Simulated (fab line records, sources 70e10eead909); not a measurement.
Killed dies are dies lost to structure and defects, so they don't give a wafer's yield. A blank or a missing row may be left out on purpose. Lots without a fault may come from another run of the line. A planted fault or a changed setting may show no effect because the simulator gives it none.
Which tool did it? | flow nand_harc | 14 lots, 42 wafers sampled, at 5 steps of a route of 1159

WHAT THE GAUGES READ, wafer by wafer
NHARC_A_BONDPAD_CD_MEAS_13.
lot  | measured     | on        | cd_nm (nm)
L563 | day 18 02:02 | cd_sem-01 | 497.5 502.1 498.6
L565 | day 18 06:21 | cd_sem-03 | 499.8 500.3 499.5
L568 | day 18 13:05 | cd_sem-01 | 503.2 500.4 500.3
L566 | day 18 13:47 | cd_sem-03 | 500.7 501.5 504.6
L567 | day 19 08:28 | cd_sem-02 | 497.5 495.3 497.8
L569 | day 20 05:20 | cd_sem-01 | 496.2 497.6 497.4
L572 | day 20 08:11 | cd_sem-02 | 498.3 500.5 500.3
L573 | day 20 04:58 | cd_sem-01 | 497.3 502.8 498.6
L574 | day 20 21:15 | cd_sem-02 | 498.7 496.2 499.0
L581 | day 22 11:07 | cd_sem-03 | 495.0 498.9 501.6
L579 | day 22 09:59 | cd_sem-02 | 497.0 501.6 501.0
L584 | day 24 00:16 | cd_sem-02 | 500.5 498.9 499.3
L586 | day 24 00:50 | cd_sem-03 | 500.7 496.6 499.0
L585 | day 23 23:39 | cd_sem-02 | 498.0 496.1 497.1

NHARC_END_SORT_01.
lot  | measured     | on        | killed_at_array | killed_at_other | killed_at_periphery | killed_dies | killed_open | killed_short
L581 | day 24 02:55 | prober-02 | 136 111 123     | 0 0 0           | 3 4 3               | 139 115 126 | 1 3 4       | 0 1 1
L579 | day 23 21:09 | prober-01 | 149 128 94      | 0 0 0           | 3 6 7               | 152 134 101 | 2 2 3       | 1 0 0
L584 | day 25 06:25 | prober-01 | 74 108 123      | 1 1 1           | 0 1 1               | 75 110 125  | 2 3 0       | 2 3 1

WHICH TOOL RAN EACH LOT (tool, then ch and the chambers of the sampled wafers, then the start)
lot  | NHARC_A_STAIRCASE_ETCH_234         | NHARC_A_BONDPAD_PVD_17                  | NHARC_THIN_TSV_CMP_01
L563 | rie_diel-08 ch 0,3, day 11 14:04   | pvd_sputter-02, day 18 22:29 or earlier | cmp-02 ch 2,3, day 18 22:29
L565 | rie_diel-12 ch 0,1,3, day 11 15:35 | pvd_sputter-02, day 18 20:05 or earlier | cmp-01 ch 0,1,3, day 18 20:05
L568 | rie_diel-04 ch 0,2, day 12 05:07   | pvd_sputter-01, day 19 04:10 or earlier | cmp-02 ch 0,1,2, day 19 04:10
L566 | rie_diel-04 ch 0,1,2, day 12 05:11 | pvd_sputter-02, day 19 05:20 or earlier | cmp-02 ch 1,2,3, day 19 05:20
L567 | rie_diel-12 ch 2,3, day 12 10:37   | pvd_sputter-03, day 20 00:14 or earlier | cmp-04 ch 0,1,2, day 20 00:14
L569 | rie_diel-12 ch 1,2,3, day 13 05:10 | pvd_sputter-02, day 20 20:11 or earlier | cmp-04 ch 0,2,3, day 20 20:11
L572 | rie_diel-04 ch 1,3, day 13 11:17   | pvd_sputter-01, day 20 21:18 or earlier | cmp-02 ch 0,1, day 20 21:18
L573 | rie_diel-04 ch 0,3, day 13 13:11   | pvd_sputter-01, day 20 18:43 or earlier | cmp-02 ch 1,2,3, day 20 18:43
L574 | rie_diel-04 ch 0,2, day 14 15:31   | pvd_sputter-01, day 21 11:58 or earlier | cmp-02 ch 1,2,3, day 21 11:58
L581 | rie_diel-12 ch 0,2,3, day 15 11:14 | pvd_sputter-02, day 23 04:57 or earlier | cmp-04 ch 0,1,3, day 23 04:57
L579 | rie_diel-12 ch 0,1,2, day 15 18:20 | pvd_sputter-02, day 23 02:35 or earlier | cmp-01 ch 0,2,3, day 23 02:35
L584 | rie_diel-12 ch 0,1,3, day 16 09:40 | pvd_sputter-03, day 24 14:50 or earlier | cmp-01 ch 1,2,3, day 24 14:50
L586 | rie_diel-04 ch 0,1, day 17 03:11   | pvd_sputter-02, day 24 16:04 or earlier | cmp-04 ch 1,2, day 24 16:04
L585 | rie_diel-08 ch 0,3, day 17 03:22   | pvd_sputter-02, day 24 13:40 or earlier | cmp-02 ch 0,1, day 24 13:40
- NHARC_A_STAIRCASE_ETCH_234: etches the open film in C4F8/O2, target depth 100 nm, time 40.5 s.
- NHARC_A_BONDPAD_PVD_17: deposits TaN, target thk 5 nm, time 8.06 s.
- NHARC_THIN_TSV_CMP_01: polishes.

WHAT THE TOOLS THEMSELVES READ (means of the sampled wafers that have a number; where no wafer has one, the mark that the record gives instead)
NHARC_A_STAIRCASE_ETCH_234.
lot  | tool        | oes_product_au (a.u.) | rf_vpp_V (V)
L563 | rie_diel-08 | 0.950                 | 898
L565 | rie_diel-12 | 0.942                 | 895
L568 | rie_diel-04 | 0.937                 | 898
L566 | rie_diel-04 | 0.936                 | 898
L567 | rie_diel-12 | 0.941                 | 903
L569 | rie_diel-12 | 0.937                 | 899
L572 | rie_diel-04 | 0.941                 | 899
L573 | rie_diel-04 | 0.953                 | 896
L574 | rie_diel-04 | 0.934                 | 897
L581 | rie_diel-12 | 0.919                 | 899
L579 | rie_diel-12 | 0.938                 | 896
L584 | rie_diel-12 | 0.940                 | 895
L586 | rie_diel-04 | 0.923                 | 898
L585 | rie_diel-08 | 0.937                 | 898

NHARC_A_BONDPAD_PVD_17.
lot  | tool           | throttle_valve_pct (%)
L563 | pvd_sputter-02 | 31.6
L565 | pvd_sputter-02 | 31.6
L568 | pvd_sputter-01 | 28.5
L566 | pvd_sputter-02 | 31.8
L567 | pvd_sputter-03 | 30.4
L569 | pvd_sputter-02 | 30.9
L572 | pvd_sputter-01 | 29.3
L573 | pvd_sputter-01 | 29.2
L574 | pvd_sputter-01 | 30.8
L581 | pvd_sputter-02 | 31.4
L579 | pvd_sputter-02 | 31.7
L584 | pvd_sputter-03 | 30.2
L586 | pvd_sputter-02 | 31.1
L585 | pvd_sputter-02 | 31.3

NHARC_THIN_TSV_CMP_01.
lot  | tool   | motor_current_A (A)
L563 | cmp-02 | 12.3
L565 | cmp-01 | 12.5
L568 | cmp-02 | 12.9
L566 | cmp-02 | 12.9
L567 | cmp-04 | 11.7
L569 | cmp-04 | 11.4
L572 | cmp-02 | 13.5
L573 | cmp-02 | 12.8
L574 | cmp-02 | 12.6
L581 | cmp-04 | 12.4
L579 | cmp-01 | 12.4
L584 | cmp-01 | 11.5
L586 | cmp-04 | 10.9
L585 | cmp-02 | 13.2

THE ANSWER, worked out from the rows above alone
Rule: what is usual is taken from the lots themselves. Put in order of their means at a reading, lots are off if they are a third of the lots or fewer, leave a main group of 4 or more, and stand apart from it by a gap of 3 or more times the standard deviation of the main group's means; of several such gaps the widest counts. A main group whose means are all the same, to the digits that the tables above print for the reading, isn't used. A lot without any number at a reading at which 4 lots or more have one is off too. The other lots that the step has rows for count as sound. The gauges are gone through in route order, then the tools' own readings, and for those a lot's mean is taken as printed above. The first step at which some lot is off is used, and at that step the reading that is off furthest; a lot without a number counts as furthest.
No lot is off at any reading shown: from this, nothing can be told.

WHAT THE SIMULATOR HAD PUT IN
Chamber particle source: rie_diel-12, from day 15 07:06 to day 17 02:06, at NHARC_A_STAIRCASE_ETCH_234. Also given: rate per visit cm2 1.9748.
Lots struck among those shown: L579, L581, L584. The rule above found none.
